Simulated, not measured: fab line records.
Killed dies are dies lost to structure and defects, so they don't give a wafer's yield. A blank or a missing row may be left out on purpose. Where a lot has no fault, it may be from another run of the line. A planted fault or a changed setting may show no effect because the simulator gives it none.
fab line records + flow n5Finfet
[record]
- lots = 5
- wafers = 15
- lastDay = 15
route steps=1938 shown STI_FIN_REVEAL@209 DUMMY_GATE@212 ILD0@338 PASSIVATION@1936
lots untouched by any fault: they come from a run of this same line in which no faults occurred
startH: hours from the record's first day to the start of the lot's first wafer shown + waitH: hours elapsed since this lot's preceding step + " repeats the value in the row above + L1.1+2: a row that stands for several wafers + - no value present, or no start provided + * or withheld: withheld + < > ~ a bound
route shown NAME@n: names a module that has steps shown in the file, with the first one's number in the route + usual: mean and standard deviation over wafers with no fault + same: alike in all rows + chamber/n: place in a boat + sites: per-site readings + _std_site: how widely they spread, as a standard deviation + _edge_site: mean of outer sites minus mean of inner sites + radiusMm: how far each site lies from the wafer's centre + mask NAME#n: copy n + behind: the last tool/chamber to shape the wafer + hold: why the lot went on hold/how many hours it stayed there/how the hold came to an end + device: which transistor (n, p or np) failed to switch + end of line: the same wafers' tests at the end of the route + a step with no rows: only its recipe + killed: at the first sort, the dies lost to defects and structure; wafer yield is something else + map: shows each die of a wafer: x if killed, . if not, _ if none is there
set.NAME: setting as actually run; set.NAME@STEP: the setting as run at that earlier step + model.NAME: the simulator's own value behind a step, which no gauge read
lots seen at some steps along the route; tables by step, rows by wafer
services: a tool's chamber out of use, with start hour (startH, from the record's first day; less than 0 if before it), hours out, and reason
[[steps]]
[step N5_STI_FIN_REVEAL_PRECLEAN_18]
[recipe]
- chemistry = SC2
- timeS = 45
- tempC = 35
- mix = 1:1:50
[step N5_STI_FIN_REVEAL_SRD_28]
[recipe]
- dry = ipaMarangoni
- timeS = 30
- tempC = 23
- rinseLiquid = diw
[step N5_DUMMY_GATE_PRECLEAN_00]
[recipe]
- chemistry = O3/DIW
- timeS = 60
- tempC = 22
- o3Ppm = 10
[step N5_DUMMY_GATE_SRD_01]
[recipe]
- timeS = 30
- tempC = 23
- rinseLiquid = diw
- dry = ipaMarangoni
[step N5_DUMMY_GATE_ALD_02]
[recipe]
- material = SiO2
- targetThkA = 20
- tempC = 300
- aldPrecursorFamily = BDEAS
- aldCoReactant = O2-plasma
- pulseTimeS = 1
- pressureTorr = 2
[step N5_DUMMY_GATE_CVD_03]
[recipe]
- material = a-Si
- targetThkA = 1500
- tempC = 530
- precursor = SiH4
- timeS = 8042
[step N5_DUMMY_GATE_PRECLEAN_46]
[recipe]
- chemistry = DIW
- timeS = 89.5
- tempC = 23
[step N5_DUMMY_GATE_SRD_47]
[recipe]
- dryTimeS = 32
- dry = n2Spin
- spinRpm = 1500
[step N5_DUMMY_GATE_CMP_04]
[recipe]
- material = a-Si
- postCmpClean = alkalineBrush
[step N5_DUMMY_GATE_HM_DEP_06]
[recipe]
- material = SiNx
- targetThkA = 800
- precursor = DCS/NH3
- tempC = 700
- pressureMtorr = 300
- timeS = 5141
[usual]
- spikeTcBottomC = 720.7/2.8
- spikeTcCentreC = 700.1/1.3
- spikeTcLowerC = 701.3/0.64
- zonePowerUpperPct = 11.1/0.87
| lot.wafer | tool     | chamber | startH | waitH | spikeTcBottomC | spikeTcCentreC | spikeTcLowerC | zonePowerUpperPct | model.SiNx_of_DUMMY_GATE_HM_DEP_06.thkNm |
|-----------|----------|---------|--------|-------|----------------|----------------|---------------|-------------------|------------------------------------------|
| L920.2    | lpcvd-01 | 1/95    | 77.25  | 0.0   | 722.8          | 701.2          | 701.8         | 11.2              | 80.6                                     |
| L920.3    | "        | 1/100   | "      | "     | 722.8          | 701.2          | 701.8         | 11.2              | 81.2                                     |
| L920.6    | "        | 1/114   | "      | "     | 722.8          | 701.2          | 701.8         | 11.2              | 80.4                                     |
| L923.1    | lpcvd-01 | 0/40    | 96.97  | 0.0   | 725.8          | 700.8          | 700.2         | 12.5              | 103.2                                    |
| L923.2    | "        | 0/45    | "      | "     | 725.8          | 700.8          | 700.2         | 12.5              | 103.4                                    |
| L923.4    | "        | 0/54    | "      | "     | 725.8          | 700.8          | 700.2         | 12.5              | 103.8                                    |
| L924.1    | lpcvd-01 | 1/90    | 102.40 | 0.0   | 723.3          | 701.7          | 701.7         | 11.1              | 104.6                                    |
| L924.3    | "        | 1/100   | "      | "     | 723.3          | 701.7          | 701.7         | 11.1              | 104.2                                    |
| L924.4    | "        | 1/104   | "      | "     | 723.3          | 701.7          | 701.7         | 11.1              | 104.2                                    |
| L925.1    | lpcvd-02 | 0/40    | 110.42 | 0.0   | 717.1          | 700.7          | 700.2         | 10.0              | 81.2                                     |
| L925.4    | "        | 0/54    | "      | "     | 717.1          | 700.7          | 700.2         | 10.0              | 80.6                                     |
| L925.6    | "        | 0/64    | "      | "     | 717.1          | 700.7          | 700.2         | 10.0              | 81.8                                     |
| L926.1    | lpcvd-01 | 1/15    | 114.23 | 0.0   | 722.1          | 701.7          | 702.0         | 11.2              | 104.6                                    |
| L926.4    | "        | 1/29    | "      | "     | 722.1          | 701.7          | 702.0         | 11.2              | 104                                      |
| L926.5    | "        | 1/34    | "      | "     | 722.1          | 701.7          | 702.0         | 11.2              | 104.6                                    |
[step N5_DUMMY_GATE_PECVD_30]
[recipe]
- material = SiO2
- targetThkA = 550
- tempC = 400
- precursor = TEOS/O2
- pressureTorr = 6.5
- rfW = withheld
- teosFlowSccm = withheld
- gas = O2
- flowSccm = 2650
- timeS = 10.8
[step N5_DUMMY_GATE_COAT_34]
[recipe]
- resist = SOC
- tempC = 250
- timeS = 60
- spinRpm = 1500
- resistThkNm = 60
[step N5_DUMMY_GATE_COAT_35]
[recipe]
- resist = SiARC
- tempC = 220
- timeS = 60
- spinRpm = 1500
- resistThkNm = 10
[step N5_DUMMY_GATE_COAT_28]
[recipe]
- resist = underlayer
- tempC = 205
- timeS = 60
- spinRpm = 1500
- resistThkNm = 10
[step N5_DUMMY_GATE_COAT_09]
[recipe]
- resist = CAR-EUV
- spinRpm = 1500
- resistThkNm = 30
[step N5_DUMMY_GATE_EBR_11]
[recipe]
- solvent = PGMEA
- ebrWidthMm = 1.5
[step N5_DUMMY_GATE_SOFTBAKE_10]
[recipe]
- tempC = 110
- timeS = 60
- resist = CAR-EUV
[step N5_DUMMY_GATE_EXPOSE_12]
[recipe]
- maskId = GATE
- na = 0.33
- sourceShape = annular
- sigmaInner = 0.2
- sigmaOuter = 0.6
- polarization = unpolarized
- targetCdNm = 25
- doseMj = 34
[step N5_DUMMY_GATE_PEB_13]
[recipe]
- pebTempC = 100
- pebTimeS = 60
- resist = CAR-EUV
[step N5_DUMMY_GATE_DEVELOP_14]
[recipe]
- developTimeS = 30
- developer = TMAH
- resist = CAR-EUV
- rinseLiquid = surfactantRinse
- dry = airSpin
- devTempC = 23
[step N5_DUMMY_GATE_DESCUM_20]
[recipe]
- chemistry = O2
- timeS = 6.2
- sourcePowerW = 50
- biasPowerW = 20
- pressureMtorr = 20
- rfFrequencyHz = 2.712e+07
- tempC = 40
- resist = CAR-EUV
- o2FlowSccm = 225
[step N5_DUMMY_GATE_ETCH_29]
[recipe]
- chemistry = N2/H2
- target = underlayer
- targetDepthA = 130
- ionEnergyEv = 200
- pressureMtorr = 30
- sourceW = 840
- biasW = 150
- n2FlowSccm = 200
- h2FlowSccm = 200
[step N5_DUMMY_GATE_ETCH_36]
[recipe]
- chemistry = CF4
- target = SiARC
- targetDepthA = 130
- pressureMtorr = 40
- sourceW = 545
- biasW = 36
- Ar_flow_sccm = 100
- cf4FlowSccm = 100
- ionEnergyEv = 80
[step N5_DUMMY_GATE_ETCH_37]
[recipe]
- chemistry = N2/H2
- target = SOC
- targetDepthA = 600
- overetchA = 300
- tempC = 40
- ionEnergyEv = 200
- pressureMtorr = 30
- sourceW = 840
- biasW = 150
- n2FlowSccm = 200
- h2FlowSccm = 200
[step N5_DUMMY_GATE_STRIP_38]
[recipe]
- chemistry = N2/H2
- tempC = 40
- n2FlowSccm = 200
- h2FlowSccm = 200
- rfFrequencyHz = 6e+07
[step N5_DUMMY_GATE_STRIP_39]
[recipe]
- chemistry = N2/H2
- tempC = 40
- n2FlowSccm = 200
- h2FlowSccm = 200
- rfFrequencyHz = 6e+07
[step N5_DUMMY_GATE_TRIM_49]
[recipe]
- chemistry = O2
- resist = SOC
- timeS = 29
- targetCdNm = 14
- sourcePowerW = 300
- biasPowerW = 0
- O2_flow_sccm = 100
- tempC = 20
[step N5_DUMMY_GATE_STRIP_40]
[recipe]
- chemistry = CF4
- resist = SiARC
- powerW = 300
- biasPowerW = 75
- pressureMtorr = 50
- cf4FlowSccm = 150
- rfFrequencyHz = 6e+07
[step N5_DUMMY_GATE_ETCH_31]
[recipe]
- chemistry = C4F6/O2
- target = SiO2
- maskMaterial = SOC
- targetDepthA = 825
- timeS = 27.5
- ionEnergyEv = 250
- pressureMtorr = 30
- sourceW = 345
- biasW = 185
- Ar_flow_sccm = 300
- C4F6_flow_sccm = 10
- O2_flow_sccm = 10
[step N5_DUMMY_GATE_STRIP_41]
[recipe]
- chemistry = O2
- powerW = 400
- tempC = 40
- pressureMtorr = 30
- rfFrequencyHz = 6e+07
- biasPowerW = 0
- overashFraction = 0.3
- o2FlowSccm = 225
[step N5_DUMMY_GATE_HM_OPEN_21]
[recipe]
- chemistry = CH3F/O2
- target = SiNx
- targetDepthA = 1200
- Ar_flow_sccm = 150
- CH3F_flow_sccm = 30
- O2_flow_sccm = 23
- timeS = 171.4
- pressureMtorr = 30
- sourceW = 395
- biasW = 73
- ionEnergyEv = 120.7
[step N5_DUMMY_GATE_ETCH_32]
[recipe]
- chemistry = CF4
- target = SiO2
- targetDepthA = 35
- timeS = 3.9
- ionEnergyEv = 350
- pressureMtorr = 10
- icpW = 800
- biasW = 400
- cf4FlowSccm = 80
[step N5_DUMMY_GATE_ETCH_23]
[recipe]
- chemistry = HBr/Cl2/O2
- HBr_flow_sccm = 150
- Cl2_flow_sccm = 80
- O2_flow_sccm = 12
- biasW = 102
- targetDepthA = 410
- timeS = 22.3
- target = poly-Si
- maskMaterial = SiO2
- pressureMtorr = 10
- icpW = 800
[step N5_DUMMY_GATE_ETCH_44]
[recipe]
- chemistry = HBr/O2
- overEtchFrac = 0.7
- targetDepthA = 1275
- stopOn = SiO2
- ionEnergyEv = 60
- biasW = 20
- target = poly-Si
- maskMaterial = SiO2
- pressureMtorr = 20
- icpW = 400
- HBr_flow_sccm = 120
- O2_flow_sccm = 10
[step N5_ILD0_CMP_03]
[recipe]
- stopOn = SiNx
- tOverpolishS = 1.9
- postCmpClean = alkalineBrush
- downForcePsi = 4.1491
- platenRpm = 51.796
- padVelocityMS = 1.0306
- targetThkNm = 197.38
[usual]
- motorCurrentA = 12.8/1.3
- overpolishRunS = 1.902/0.0089
- timeToEndpointS = 70/3.6
| lot.wafer | tool   | chamber | startH | waitH | motorCurrentA | overpolishRunS | timeToEndpointS | model.SiNx_of_DUMMY_GATE_HM_DEP_06.thkNm |
|-----------|--------|---------|--------|-------|---------------|----------------|-----------------|------------------------------------------|
| L920.2    | cmp-03 | 1       | 99.26  | 0.0   | 14.3          | 1.888          | 65              | 77.6                                     |
| L920.3    | "      | 2       | "      | "     | 12.4          | 1.902          | 70              | 78                                       |
| L920.6    | "      | 1       | "      | "     | 14.9          | 1.891          | 66              | 77.4                                     |
| L923.1    | cmp-01 | 1       | 116.91 | 0.0   | 13.2          | 1.908          | 75              | 100.2                                    |
| L923.4    | "      | 3       | "      | "     | 10.4          | 1.899          | 73              | 100.6                                    |
| L923.2    | "      | 0       | "      | "     | 12.4          | 1.887          | 77              | 100.4                                    |
| L924.4    | cmp-02 | 1       | 121.32 | 0.1   | 11.3          | 1.887          | 72              | 101.2                                    |
| L924.1    | "      | 2       | "      | "     | 13.0          | 1.903          | 75              | 101.4                                    |
| L924.3    | "      | 3       | "      | "     | 12.7          | 1.903          | 74              | 101.2                                    |
| L925.4    | cmp-01 | 2       | 130.40 | 0.1   | 11.4          | 1.894          | 74              | 77.6                                     |
| L925.1    | "      | 3       | "      | "     | 10.9          | 1.916          | 70              | 78.2                                     |
| L925.6    | "      | 2       | "      | "     | 11.1          | 1.892          | 76              | 78.8                                     |
| L926.4    | cmp-03 | 3       | 132.63 | 0.1   | 11.1          | 1.898          | 73              | 101                                      |
| L926.1    | "      | 0       | "      | "     | 14.8          | 1.899          | 73              | 101.6                                    |
| L926.5    | "      | 1       | "      | "     | 14.4          | 1.903          | 71              | 101.4                                    |
[step N5_PASSIVATION_PROBE_49]
[usual]
- killed_at_M0_to_M3 = 35/11
- killed_at_M4_up = 14/5.4
- killedAtContacts = 13/6
- killedAtFrontEnd = 38/11
- killedAtOther = 3.4/2.6
- killedDies = 104/19
- killedOpen = 68/13
- killedShort = 34/8.5
[same]
- grossDies = 1180
- killedAtBackSide = 0
| lot.wafer | tool      | chamber | startH | waitH | killed_at_M0_to_M3 | killed_at_M4_up | killedAtContacts | killedAtFrontEnd | killedAtOther | killedDies | killedOpen | killedShort |
|-----------|-----------|---------|--------|-------|--------------------|-----------------|------------------|------------------|---------------|------------|------------|-------------|
| L920.2    | prober-02 | -       | 346.44 | 0.1   | 32                 | 13              | 13               | 50               | 8             | 116        | 64         | 52          |
| L920.3    | prober-02 | -       | 346.49 | 0.1   | 33                 | 17              | 13               | 35               | 9             | 107        | 67         | 40          |
| L920.6    | prober-02 | -       | 346.64 | 0.3   | 26                 | 15              | 22               | 55               | 7             | 125        | 69         | 49          |
| L924.1    | prober-02 | -       | 355.87 | 0.0   | 35                 | 20              | 16               | 36               | 3             | 110        | 76         | 33          |
| L924.3    | prober-02 | -       | 355.97 | 0.1   | 39                 | 18              | 10               | 41               | 5             | 113        | 80         | 33          |
| L924.4    | prober-02 | -       | 356.02 | 0.2   | 42                 | 19              | 12               | 46               | 0             | 119        | 76         | 43          |
| L923.1    | prober-02 | -       | 362.59 | 0.0   | 45                 | 12              | 4                | 30               | 2             | 93         | 54         | 38          |
| L923.2    | prober-02 | -       | 362.64 | 0.1   | 46                 | 11              | 4                | 50               | 3             | 114        | 66         | 48          |
| L923.4    | prober-02 | -       | 362.74 | 0.2   | 48                 | 14              | 8                | 34               | 7             | 111        | 66         | 43          |
| L925.1    | prober-01 | -       | 367.12 | 0.0   | 40                 | 17              | 23               | 54               | 3             | 137        | 107        | 30          |
| L925.4    | prober-01 | -       | 367.27 | 0.2   | 38                 | 10              | 14               | 28               | 2             | 92         | 61         | 31          |
| L925.6    | prober-01 | -       | 367.37 | 0.3   | 51                 | 18              | 21               | 43               | 3             | 136        | 95         | 41          |
// killed by level:class
L920.2 FIN_SAQP:geometricParticle:short=24 MOL_CONTACT_COAG:geometricParticle:open=13 BEOL_M0_SAQP:geometricParticle:short=12 FIN_SAQP:geometricParticle:open=8 BEOL_M4:geometricParticle:open=7 BEOL_M1:geometricParticle:open=7 BEOL_M0:geometricParticle:open=5 BEOL_M0_SAQP:geometricParticle:open=4
L920.3 FIN_SAQP:geometricParticle:short=10 MOL_CONTACT_COAG:geometricParticle:open=10 BEOL_M4:geometricParticle:open=8 BEOL_M3:geometricParticle:open=7 BEOL_M0:geometricParticle:open=5 BEOL_M2:geometricParticle:open=5 BEOL_M1:geometricParticle:open=5 STARTING-WAFER:geometricParticle:short=5
L920.6 FIN_SAQP:geometricParticle:short=19 MOL_CONTACT_COAG:geometricParticle:open=15 FIN_SAQP:geometricParticle:open=10 BEOL_M4:geometricParticle:open=8 MOL_CONTACT_COAG:geometricParticle:short=7 STI_FIN_REVEAL:geometricParticle:open=7 HKMG_FIN:areaEtch=7 BEOL_M2:geometricParticle:open=6
L924.1 MOL_CONTACT_COAG:geometricParticle:open=10 BEOL_M4:geometricParticle:open=10 STI_FIN_REVEAL:geometricParticle:open=9 FIN_SAQP:geometricParticle:open=7 BEOL_M0_SAQP:geometricParticle:short=7 FIN_SAQP:geometricParticle:short=6 MOL_CONTACT_COAG:geometricParticle:short=6 BEOL_M0_SAQP:geometricParticle:open=6
L924.3 STI_FIN_REVEAL:geometricParticle:open=13 FIN_SAQP:geometricParticle:short=11 BEOL_M2:geometricParticle:open=9 MOL_CONTACT_COAG:geometricParticle:open=8 FIN_SAQP:geometricParticle:open=7 BEOL_M1:geometricParticle:open=6 BEOL_M3:geometricParticle:open=6 BEOL_M0:geometricParticle:open=5
L924.4 BEOL_M1:geometricParticle:short=12 BEOL_M4:geometricParticle:open=10 FIN_SAQP:geometricParticle:short=10 MOL_CONTACT_COAG:geometricParticle:open=10 FIN_SAQP:geometricParticle:open=9 STI_FIN_REVEAL:geometricParticle:open=9 BEOL_M0:geometricParticle:open=7 BEOL_M2:geometricParticle:open=7
L923.1 BEOL_M0_SAQP:geometricParticle:short=10 FIN_SAQP:geometricParticle:short=7 BEOL_M0_SAQP:geometricParticle:open=7 BEOL_M2:geometricParticle:open=7 FIN_SAQP:geometricParticle:open=6 BEOL_M1:geometricParticle:short=6 BEOL_M1:geometricParticle:open=5 BEOL_M4:geometricParticle:open=5
L923.2 BEOL_M0_SAQP:geometricParticle:short=17 BEOL_M0_SAQP:geometricParticle:open=15 FIN_SAQP:geometricParticle:open=13 STI_FIN_REVEAL:geometricParticle:open=11 FIN_SAQP:geometricParticle:short=8 BEOL_M4:geometricParticle:open=8 STARTING-WAFER:geometricParticle:short=7 BEOL_M3:geometricParticle:short=6
L923.4 BEOL_M0_SAQP:geometricParticle:short=18 BEOL_M0_SAQP:geometricParticle:open=10 FIN_SAQP:geometricParticle:open=9 BEOL_M4:geometricParticle:open=8 MOL_CONTACT_COAG:geometricParticle:open=7 FIN_SAQP:geometricParticle:short=5 STI_FIN_REVEAL:geometricParticle:open=5 BEOL_M2:geometricParticle:open=5
L925.1 MOL_CONTACT_COAG:geometricParticle:open=20 FIN_SAQP:geometricParticle:open=17 STI_FIN_REVEAL:geometricParticle:open=17 BEOL_M0_SAQP:geometricParticle:short=12 BEOL_M0_SAQP:geometricParticle:open=9 BEOL_M4:geometricParticle:open=8 BEOL_M3:geometricParticle:open=8 DUMMY_GATE:geometricParticle:open=4
L925.4 BEOL_M0_SAQP:geometricParticle:open=10 MOL_CONTACT_COAG:geometricParticle:open=9 BEOL_M3:geometricParticle:open=8 BEOL_M1:geometricParticle:open=7 BEOL_M0_SAQP:geometricParticle:short=5 GATE_CUT:geometricParticle:short=5 MOL_CONTACT_COAG:geometricParticle:short=5 FIN_SAQP:geometricParticle:short=4
L925.6 MOL_CONTACT_COAG:geometricParticle:open=18 FIN_SAQP:geometricParticle:open=16 BEOL_M0_SAQP:geometricParticle:open=13 BEOL_M3:geometricParticle:open=13 STI_FIN_REVEAL:geometricParticle:open=10 BEOL_M0_SAQP:geometricParticle:short=10 BEOL_M4:geometricParticle:open=7 BEOL_M1:geometricParticle:short=6
[[services]]
| tool     | chamber | startH | hours | kind   |
|----------|---------|--------|-------|--------|
| lpcvd-02 | -       | 77.66  | 6.0   | pm     |
| cmp-03   | -       | 84.56  | 3.3   | repair |
| cmp-01   | -       | 91.85  | 1.7   | repair |
| cmp-03   | -       | 112.80 | 4.6   | pm     |
| cmp-02   | -       | 131.24 | 4.0   | pm     |
[[key]]
firstSign none at tools or gauges
[modelEffect]
- step = N5_DUMMY_GATE_HM_DEP_06
- value = SiNx_of_DUMMY_GATE_HM_DEP_06.thkNm
- without = 80.8
- struck = 104.1
[modelEffect]
- step = N5_ILD0_CMP_03
- value = SiNx_of_DUMMY_GATE_HM_DEP_06.thkNm
- without = 77.73
- struck = 101
metAt N5_DUMMY_GATE_HM_DEP_06
struckWafers L923.1,L923.2,L923.4,L924.1,L924.3,L924.4,L926.1,L926.4,L926.5
testerLeftOut L923,L924,L926
[fault]
- kind = processParameterDrift
- tool = lpcvd-01
- chamber = -
- onsetH = 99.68
- steps = N5_DUMMY_GATE_HM_DEP_06
- channel = timeS
- offset = *
- shape = step
- endH = 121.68
- actsIn = *
- stated = *
// testerLeftOut: of these lots the tester's yield and bins aren't shown, on N5 and GAA mostly nor the transistor test; their killed dies are dies lost to structure and defects alone, not to doping, threshold or leakage, so they don't give the yield
